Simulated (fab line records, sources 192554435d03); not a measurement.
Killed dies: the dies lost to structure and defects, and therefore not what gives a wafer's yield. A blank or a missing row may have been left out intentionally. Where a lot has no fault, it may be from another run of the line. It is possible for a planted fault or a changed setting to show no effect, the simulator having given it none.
Chamber matching :: flow n5Finfet :: rieDiel-06 running N5_BEOL_M1_ETCH_74: 4 sister chambers
The step etches underlayer in N2/H2, target depth 6.5 nm, time 5.2 s. 14 wafers are shown with their chamber, then 7 later ones without.

EACH WAFER AND ITS CHAMBER
wafer: L074.2
chamber: 1
showerheadPlenumPTorr (Torr): 2.71
throttleValvePct (%): 17.5
oesProductAu (a.u.): 0.77

wafer: L074.3
chamber: 2
showerheadPlenumPTorr (Torr): 2.51
throttleValvePct (%): 18.2
oesProductAu (a.u.): 0.58

wafer: L074.4
chamber: 0
showerheadPlenumPTorr (Torr): 2.43
throttleValvePct (%): 17.7
oesProductAu (a.u.): 0.65

wafer: L077.1
chamber: 2
showerheadPlenumPTorr (Torr): 2.51
throttleValvePct (%): 18.2
oesProductAu (a.u.): 0.58

wafer: L077.4
chamber: 0
showerheadPlenumPTorr (Torr): 2.43
throttleValvePct (%): 17.7
oesProductAu (a.u.): 0.65

wafer: L077.6
chamber: 3
showerheadPlenumPTorr (Torr): 2.65
throttleValvePct (%): 17.7
oesProductAu (a.u.): 0.64

wafer: L079.1
chamber: 3
showerheadPlenumPTorr (Torr): 2.65
throttleValvePct (%): 17.8
oesProductAu (a.u.): 0.62

wafer: L079.3
chamber: 1
showerheadPlenumPTorr (Torr): 2.71
throttleValvePct (%): 17.5
oesProductAu (a.u.): 0.74

wafer: L079.5
chamber: 2
showerheadPlenumPTorr (Torr): 2.51
throttleValvePct (%): 18.2
oesProductAu (a.u.): 0.58

wafer: L087.2
chamber: 1
showerheadPlenumPTorr (Torr): 2.70
throttleValvePct (%): 17.6
oesProductAu (a.u.): 0.74

wafer: L087.4
chamber: 3
showerheadPlenumPTorr (Torr): 2.64
throttleValvePct (%): 17.8
oesProductAu (a.u.): 0.63

wafer: L087.6
chamber: 1
showerheadPlenumPTorr (Torr): 2.70
throttleValvePct (%): 17.5
oesProductAu (a.u.): 0.74

wafer: L088.1
chamber: 0
showerheadPlenumPTorr (Torr): 2.42
throttleValvePct (%): 17.8
oesProductAu (a.u.): 0.62

wafer: L088.2
chamber: 3
showerheadPlenumPTorr (Torr): 2.64
throttleValvePct (%): 17.8
oesProductAu (a.u.): 0.62

SIGNATURES, as means of the wafers listed above
reading: showerheadPlenumPTorr
chamber 0: 2.4267
chamber 1: 2.7050
chamber 2: 2.5100
chamber 3: 2.6450
scatter within a chamber: 0.00516

reading: throttleValvePct
chamber 0: 17.733
chamber 1: 17.525
chamber 2: 18.200
chamber 3: 17.775
scatter within a chamber: 0.0465

reading: oesProductAu
chamber 0: 0.6400
chamber 1: 0.7475
chamber 2: 0.5800
chamber 3: 0.6275
scatter within a chamber: 0.0124
Rule: distance of a wafer from a chamber = root of the sum over the readings of ((wafer's reading minus chamber's mean) / reading's scatter) squared. The wafer belongs to the nearest chamber; if the next one is less than 2 further off, it can't be placed. The scatter: take each reading less its chamber's mean, square it, sum over the shown wafers, divide by the number of wafers less the number of chambers, and take the root.

WAFERS WITH NO CHAMBER GIVEN
wafer: L088.5
showerheadPlenumPTorr (Torr): 2.64
throttleValvePct (%): 17.8
oesProductAu (a.u.): 0.62

wafer: L092.1
showerheadPlenumPTorr (Torr): 2.42
throttleValvePct (%): 17.8
oesProductAu (a.u.): 0.62

wafer: L092.2
showerheadPlenumPTorr (Torr): 2.70
throttleValvePct (%): 17.6
oesProductAu (a.u.): 0.71

wafer: L092.5
showerheadPlenumPTorr (Torr): 2.64
throttleValvePct (%): 17.8
oesProductAu (a.u.): 0.61

wafer: L097.1
showerheadPlenumPTorr (Torr): 2.63
throttleValvePct (%): 17.8
oesProductAu (a.u.): 0.61

wafer: L097.4
showerheadPlenumPTorr (Torr): 2.49
throttleValvePct (%): 17.8
oesProductAu (a.u.): 0.79

wafer: L097.5
showerheadPlenumPTorr (Torr): 2.69
throttleValvePct (%): 17.6
oesProductAu (a.u.): 0.70

CHAMBER TAKEN BY EACH
wafer: L088.5
from the rows above: 3
in truth: 3

wafer: L092.1
from the rows above: 0
in truth: 0

wafer: L092.2
from the rows above: 1
in truth: 1

wafer: L092.5
from the rows above: 3
in truth: 3

wafer: L097.1
from the rows above: 3
in truth: 3

wafer: L097.4
from the rows above: 0
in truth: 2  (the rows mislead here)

wafer: L097.5
from the rows above: 1
in truth: 1
6 of 7 placed correctly. Left unplaced by these rows: 0. Wrongly placed: 1.
